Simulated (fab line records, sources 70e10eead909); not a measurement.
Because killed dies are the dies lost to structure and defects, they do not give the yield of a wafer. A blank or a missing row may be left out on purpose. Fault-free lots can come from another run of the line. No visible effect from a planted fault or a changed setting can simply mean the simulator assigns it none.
Which tool was responsible? || flow nandHarc || Sampling: 6 lots, 18 wafers, 3 of 1302 route steps

## WHAT THE GAUGES READ, wafer by wafer
NHARC_P_ZERO_WELL_CD_MEAS_24: the cd target is 720 nm.
{"lot": "L907", "measured": "day 2 08:41", "on": "cdSem-03", "cdNm (nm)": "720.0 720.4 719.1"}
{"lot": "L909", "measured": "day 3 04:27", "on": "cdSem-02", "cdNm (nm)": "720.6 720.2 716.4"}
{"lot": "L912", "measured": "day 4 10:49", "on": "cdSem-01", "cdNm (nm)": "718.0 719.5 718.5"}
{"lot": "L922", "measured": "day 8 14:43", "on": "cdSem-01", "cdNm (nm)": "723.3 720.1 720.9"}
{"lot": "L925", "measured": "day 9 20:28", "on": "cdSem-02", "cdNm (nm)": "720.5 721.2 720.1"}
{"lot": "L929", "measured": "day 11 12:23", "on": "cdSem-01", "cdNm (nm)": "719.9 719.0 724.9"}

## TOOL THAT RAN EACH LOT (tool first, then ch and the chambers of the sampled wafers, then the start)
{"lot": "L907", "NHARC_P_ZERO_WELL_ETCH_65": "rieDiel-13 ch 1,2, day 2 07:29", "NHARC_P_ZERO_WELL_EXPOSE_21": "krfScanner-02 ch 0, day 2 08:32"}
{"lot": "L909", "NHARC_P_ZERO_WELL_ETCH_65": "rieDiel-12 ch 1,2,3, day 3 03:22", "NHARC_P_ZERO_WELL_EXPOSE_21": "krfScanner-04 ch 0, day 3 04:18"}
{"lot": "L912", "NHARC_P_ZERO_WELL_ETCH_65": "rieDiel-12 ch 1,2, day 4 09:39", "NHARC_P_ZERO_WELL_EXPOSE_21": "krfScanner-04 ch 0, day 4 10:39"}
{"lot": "L922", "NHARC_P_ZERO_WELL_ETCH_65": "rieDiel-12 ch 1,2,3, day 8 13:37", "NHARC_P_ZERO_WELL_EXPOSE_21": "krfScanner-03 ch 0, day 8 14:34"}
{"lot": "L925", "NHARC_P_ZERO_WELL_ETCH_65": "rieDiel-03 ch 2,3, day 9 19:30", "NHARC_P_ZERO_WELL_EXPOSE_21": "krfScanner-04 ch 0, day 9 20:19"}
{"lot": "L929", "NHARC_P_ZERO_WELL_ETCH_65": "rieDiel-12 ch 0,1,2, day 11 11:25", "NHARC_P_ZERO_WELL_EXPOSE_21": "krfScanner-04 ch 0, day 11 12:14"}
- NHARC_P_ZERO_WELL_ETCH_65: etches the open film in N2/H2, target depth 80 nm, overetch 24 nm, time 87.88 s.
- NHARC_P_ZERO_WELL_EXPOSE_21: exposes mask P NWELL, target cd 720 nm.

## THE ANSWER, worked out from the rows above alone
Rule: the lots themselves supply what counts as usual. The widest of any qualifying gaps counts: lots, ordered by their means at a reading, are off when they make up no more than a third of the lots, leave a main group of 4 or more, and stand apart from it by 3 or more times the standard deviation of that group's means. The tables above print the reading to a certain number of digits; a main group whose means all agree to those digits is not used. Also off: a lot with no number at a reading for which 4 or more lots have one. All remaining lots with rows at the step are treated as sound.
Nothing can be told from this: no lot is off at any reading shown.

## WHAT WAS PUT IN BY THE SIMULATOR
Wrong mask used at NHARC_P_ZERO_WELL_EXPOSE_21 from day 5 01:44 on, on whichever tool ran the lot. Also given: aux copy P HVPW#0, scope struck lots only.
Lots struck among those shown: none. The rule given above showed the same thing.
